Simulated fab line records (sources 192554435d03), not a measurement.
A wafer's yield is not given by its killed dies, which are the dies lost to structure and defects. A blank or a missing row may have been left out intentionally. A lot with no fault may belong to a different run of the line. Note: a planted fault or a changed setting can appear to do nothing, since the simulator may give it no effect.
fab line records ; flow n5_finfet ; part 2 of 2: steps 25 to 30 of 30
[record] lots = 5; wafers = 15; last_day = 18
route steps=1938 shown GATE_CUT@505 MOL_CONTACT_COAG@517
lots untouched by any fault: they come from a run of this same line in which no faults occurred
start_h: the number of hours between the record's first day and the start of the first shown wafer of the lot ; wait_h: hours from the lot's prior step to this one ; " same as the row above ; L1.1+2: a single row standing in for several wafers ; - no value, or no start given ; * or withheld: withheld ; < > ~ a bound
route shown NAME@n: names a module that has steps shown in the file, with the first one's number in the route ; usual: mean and standard deviation over wafers with no fault ; same: alike in all rows ; chamber/n: place in a boat ; sites: the reading at each site ; _std_site: standard deviation across them ; _edge_site: outer sites' mean less inner sites' ; radius_mm: for every site, how far away it sits from the centre of the wafer ; mask NAME#n: copy n ; behind: the tool/chamber that last shaped the wafer ; hold: the reason the lot was held/the length of the hold in hours/how it ended ; device: names the non-switching transistor (n, p or np) ; end of line: the same wafers' tests at the end of the route ; a step with no rows: only its recipe ; killed: count of dies lost to structure and defects at first sort (not the wafer's yield) ; map: a wafer's dies, marking killed ones x, the rest . and places with no die _
set.NAME: the setting as run; set.NAME@STEP: as run at that earlier step ; model.NAME: the simulator's own value behind a step, which no gauge read
lots at selected steps of the route; one table per step, one row per wafer
services: a tool's chamber out of use, with start hour (start_h, from the record's first day; less than 0 if before it), hours out, and reason
[[steps]]
[step N5_MOL_CONTACT_COAG_ETCH_59]
[recipe] chemistry = N2/H2; target = underlayer; target_depth_a = 130; mask_material = CAR-EUV; time_s = 10.4; ion_energy_ev = 200; pressure_mtorr = 30; source_w = 840; bias_w = 150; n2_flow_sccm = 200; h2_flow_sccm = 200; ends = cleared
[usual] drypump_motor_current_A = 5.6/0.53; etch_rf_on_time_s = 10.35/0.14; oes_product_au = 0.71/0.077; rf_vpp_V = 525/3.1; showerhead_plenum_p_Torr = 2.59/0.11; throttle_valve_pct = 17.80/0.19
lot.wafer;tool;chamber;start_h;wait_h;drypump_motor_current_A;etch_rf_on_time_s;oes_product_au;rf_hours_counter_h;rf_vpp_V;showerhead_plenum_p_Torr;throttle_valve_pct
L080.1;rie_diel-03;1;128.12;0.0;6.5;10.28;0.77;37;528;2.71;17.79
L080.4;rie_diel-03;0;128.12;0.0;5.5;10.32;0.59;-;522;2.50;17.75
L080.5;rie_diel-03;3;128.12;0.0;4.9;10.40;0.62;-;527;2.63;18.17
L085.1;rie_diel-01;2;162.34;0.0;5.4;10.25;0.80;13;528;2.71;17.64
L085.2;rie_diel-01;0;162.34;0.0;5.8;10.33;0.69;88;525;2.56;17.63
L085.6;rie_diel-01;2;162.34;0.0;5.3;10.31;0.80;-;530;2.71;17.64
L087.1;rie_diel-04;0;169.10;0.0;5.3;10.39;0.77;33;524;2.49;17.70
L087.2;rie_diel-04;1;169.10;0.0;5.0;10.46;0.77;17;530;2.71;17.61
L087.3;rie_diel-04;3;169.10;0.0;6.0;10.63;0.58;246;519;2.40;18.10
L092.1;rie_diel-01;1;197.01;0.0;5.1;10.41;0.75;42;528;2.70;17.78
L092.3;rie_diel-01;3;197.01;0.0;6.3;10.19;0.75;36;522;2.49;17.87
L092.6;rie_diel-01;2;197.01;0.0;5.3;10.46;0.77;-;528;2.71;17.67
L096.1;rie_diel-04;1;222.54;0.0;5.1;10.40;0.74;39;527;2.71;17.66
L096.3;rie_diel-04;3;222.54;0.0;6.1;10.08;0.84;7;529;2.71;17.73
L096.5;rie_diel-04;1;222.54;0.0;5.1;10.43;0.73;-;529;2.70;17.65
[step N5_MOL_CONTACT_COAG_ETCH_105]
[recipe] chemistry = CF4; target = SiARC; target_depth_a = 156; mask_material = CAR-EUV; time_s = 26; ion_energy_ev = 80; pressure_mtorr = 40; source_w = 545; bias_w = 36; Ar_flow_sccm = 100; cf4_flow_sccm = 100; ends = cleared
[usual] drypump_motor_current_A = 5.6/0.53; etch_rf_on_time_s = 25.9/0.33; oes_product_au = 0.71/0.077; rf_vpp_V = 184.5/1.3; showerhead_plenum_p_Torr = 2.18/0.084; throttle_valve_pct = 15.53/0.2
lot.wafer;tool;chamber;start_h;wait_h;drypump_motor_current_A;etch_rf_on_time_s;oes_product_au;rf_hours_counter_h;rf_vpp_V;showerhead_plenum_p_Torr;throttle_valve_pct
L080.1;rie_diel-03;1;128.14;0.0;6.4;26.0;0.76;37;185.1;2.27;15.47
L080.4;rie_diel-03;0;128.14;0.0;5.5;25.9;0.59;-;184.4;2.11;15.68
L080.5;rie_diel-03;3;128.14;0.0;4.8;26.2;0.62;-;184.2;2.21;15.87
L085.1;rie_diel-01;2;162.36;0.0;5.3;25.6;0.80;13;186.1;2.28;15.40
L085.2;rie_diel-01;0;162.36;0.0;5.7;25.6;0.69;88;184.0;2.16;15.47
L085.6;rie_diel-01;2;162.36;0.0;5.3;25.6;0.80;-;185.2;2.28;15.41
L087.1;rie_diel-04;0;169.12;0.0;5.3;26.3;0.76;33;184.5;2.10;15.43
L087.2;rie_diel-04;1;169.12;0.0;5.0;25.7;0.77;17;185.1;2.27;15.19
L087.3;rie_diel-04;3;169.12;0.0;6.0;26.5;0.59;246;181.7;2.03;15.97
L092.1;rie_diel-01;1;197.03;0.0;5.1;26.0;0.74;42;186.4;2.27;15.51
L092.3;rie_diel-01;3;197.03;0.0;6.3;25.5;0.75;36;182.9;2.10;15.56
L092.6;rie_diel-01;2;197.03;0.0;5.3;26.0;0.77;-;185.8;2.27;15.41
L096.1;rie_diel-04;1;222.56;0.0;5.0;26.1;0.74;39;186.4;2.26;15.24
L096.3;rie_diel-04;3;222.56;0.0;6.1;25.3;0.83;7;185.3;2.28;15.50
L096.5;rie_diel-04;1;222.56;0.0;5.0;26.2;0.74;-;184.7;2.26;15.25
[step N5_MOL_CONTACT_COAG_ETCH_106]
[recipe] chemistry = N2/H2; target = SOC; target_depth_a = 800; overetch_a = 160; mask_material = SiARC; temp_c = 40; time_s = 120; ion_energy_ev = 200; pressure_mtorr = 30; source_w = 840; bias_w = 150; n2_flow_sccm = 200; h2_flow_sccm = 200
[usual] drypump_motor_current_A = 5.6/0.53; oes_product_au = 0.74/0.077; rf_vpp_V = 524.9/2.9; showerhead_plenum_p_Torr = 2.59/0.11; temp_c = 39.97/0.11; throttle_valve_pct = 17.77/0.19
lot.wafer;tool;chamber;start_h;wait_h;drypump_motor_current_A;oes_product_au;rf_hours_counter_h;rf_vpp_V;showerhead_plenum_p_Torr;temp_c;throttle_valve_pct
L080.1;rie_diel-03;1;128.17;0.0;6.5;0.80;37;528.2;2.71;39.87;17.78
L080.4;rie_diel-03;0;128.17;0.0;5.5;0.61;-;523.8;2.50;40.00;17.73
L080.5;rie_diel-03;3;128.17;0.0;4.8;0.66;-;526.1;2.63;39.76;18.17
L085.1;rie_diel-01;2;162.38;0.0;5.3;0.84;13;528.8;2.71;40.04;17.61
L085.2;rie_diel-01;0;162.38;0.0;5.8;0.72;88;522.9;2.56;39.97;17.62
L085.6;rie_diel-01;2;162.38;0.0;5.4;0.83;-;527.8;2.71;39.87;17.64
L087.1;rie_diel-04;0;169.15;0.0;5.3;0.81;33;523.4;2.49;39.93;17.68
L087.2;rie_diel-04;1;169.15;0.0;5.1;0.81;17;527.4;2.71;39.96;17.57
L087.3;rie_diel-04;3;169.15;0.0;6.0;0.62;246;519.2;2.40;39.90;18.08
L092.1;rie_diel-01;1;197.05;0.0;5.1;0.77;42;528.3;2.70;39.99;17.73
L092.3;rie_diel-01;3;197.05;0.0;6.3;0.78;36;520.9;2.49;39.96;17.85
L092.6;rie_diel-01;2;197.05;0.0;5.3;0.80;-;526.6;2.70;40.09;17.63
L096.1;rie_diel-04;1;222.59;0.0;5.0;0.77;39;527.6;2.70;39.71;17.62
L096.3;rie_diel-04;3;222.59;0.0;6.1;0.86;7;528.2;2.71;40.00;17.70
L096.5;rie_diel-04;1;222.59;0.0;5.1;0.77;-;527.3;2.70;39.99;17.62
[step N5_MOL_CONTACT_COAG_STRIP_107]
[recipe] chemistry = N2/H2; temp_c = 40; n2_flow_sccm = 200; h2_flow_sccm = 200; rf_frequency_hz = 6e+07
lot.wafer;tool;chamber;start_h;wait_h
L080.1+4+5;rie_diel-03;1,0,3;128.25;0.0
L085.1+2+6;rie_diel-01;2,0,2;162.46;0.0
L087.1+2+3;rie_diel-04;0,1,3;169.23;0.0
L092.1+3+6;rie_diel-01;1,3,2;197.14;0.0
L096.1+3+5;rie_diel-04;1,3,1;222.67;0.0
[step N5_MOL_CONTACT_COAG_STRIP_108]
[recipe] chemistry = N2/H2; temp_c = 40; n2_flow_sccm = 200; h2_flow_sccm = 200; rf_frequency_hz = 6e+07
lot.wafer;tool;chamber;start_h;wait_h
L080.1+4+5;rie_diel-03;1,0,3;128.26;0.0
L085.1+2+6;rie_diel-01;2,0,2;162.47;0.0
L087.1+2+3;rie_diel-04;0,1,3;169.24;0.0
L092.1+3+6;rie_diel-01;1,3,2;197.15;0.0
L096.1+3+5;rie_diel-04;1,3,1;222.68;0.0
[step N5_MOL_CONTACT_COAG_CONTACT_ETCH_14]
[recipe] chemistry = C4F6/O2; target = SiO2; target_depth_a = 275; overetch_a = 85; mask_material = SOC; pressure_mtorr = 30; source_w = 370; bias_w = 185; Ar_flow_sccm = 300; C4F6_flow_sccm = 16; O2_flow_sccm = 10; time_s = 20; ion_energy_ev = 259.6
[usual] drypump_motor_current_A = 5.6/0.53; oes_product_au = 0.71/0.073; rf_vpp_V = 694/3.9; showerhead_plenum_p_Torr = 2.93/0.11; throttle_valve_pct = 21.21/0.19
lot.wafer;tool;chamber;start_h;wait_h;drypump_motor_current_A;oes_product_au;rf_hours_counter_h;rf_vpp_V;showerhead_plenum_p_Torr;throttle_valve_pct
L080.1;rie_diel-03;1;128.27;0.0;6.5;0.75;37;696;3.05;21.19
L080.4;rie_diel-03;0;128.27;0.0;5.5;0.59;-;692;2.83;21.17
L080.5;rie_diel-03;3;128.27;0.0;4.8;0.62;-;695;2.98;21.56
L085.1;rie_diel-01;2;162.48;0.0;5.3;0.79;13;698;3.06;21.13
L085.2;rie_diel-01;0;162.48;0.0;5.7;0.69;88;693;2.90;21.11
L085.6;rie_diel-01;2;162.48;0.0;5.3;0.80;-;699;3.06;21.12
L087.1;rie_diel-04;0;169.25;0.0;5.3;0.76;33;690;2.83;21.16
L087.2;rie_diel-04;1;169.25;0.0;5.0;0.77;17;698;3.04;20.85
L087.3;rie_diel-04;3;169.25;0.0;6.0;0.59;246;688;2.73;21.57
L092.1;rie_diel-01;1;197.16;0.0;5.1;0.74;43;699;3.05;21.24
L092.3;rie_diel-01;3;197.16;0.0;6.3;0.74;36;690;2.83;21.32
L092.6;rie_diel-01;2;197.16;0.0;5.3;0.77;-;698;3.06;21.14
L096.1;rie_diel-04;1;222.69;0.0;5.1;0.73;39;698;3.03;20.89
L096.3;rie_diel-04;3;222.69;0.0;6.0;0.82;7;698;3.07;21.29
L096.5;rie_diel-04;1;222.69;0.0;5.0;0.73;-;699;3.03;20.90
[[services]]
tool;chamber;start_h;hours;kind
cmp-01;-;101.41;0.6;repair
rie_diel-04;3;103.26;4.3;repair
ald_sin-03;-;104.73;6.1;pm
euv_scanner-02;-;119.61;4.6;pm
rie_metal-03;-;125.32;1.4;pm
ald_sin-03;1;127.01;11.4;repair
rie_diel-01;-;129.43;10.9;repair
cmp-03;-;129.74;1.4;repair
euv_scanner-02;-;132.66;12.0;pm
rie_diel-04;3;138.33;9.4;repair
cmp-04;-;139.07;3.9;pm
cmp-01;-;143.46;4.0;pm
rie_diel-01;2;143.52;8.2;repair
euv_scanner-01;-;144.66;1.0;pm
cmp-04;-;148.99;0.9;repair
euv_scanner-02;-;169.66;0.6;repair
rie_metal-03;0;173.53;3.5;repair
euv_scanner-01;-;174.16;4.6;pm
ald_sin-02;-;177.90;14.0;pm
rie_metal-03;0;179.32;4.5;repair
cmp-03;-;188.76;1.9;repair
wet_bench-01;-;196.07;1.3;repair
euv_scanner-01;-;197.73;1.0;pm
cmp-04;-;216.84;2.2;repair
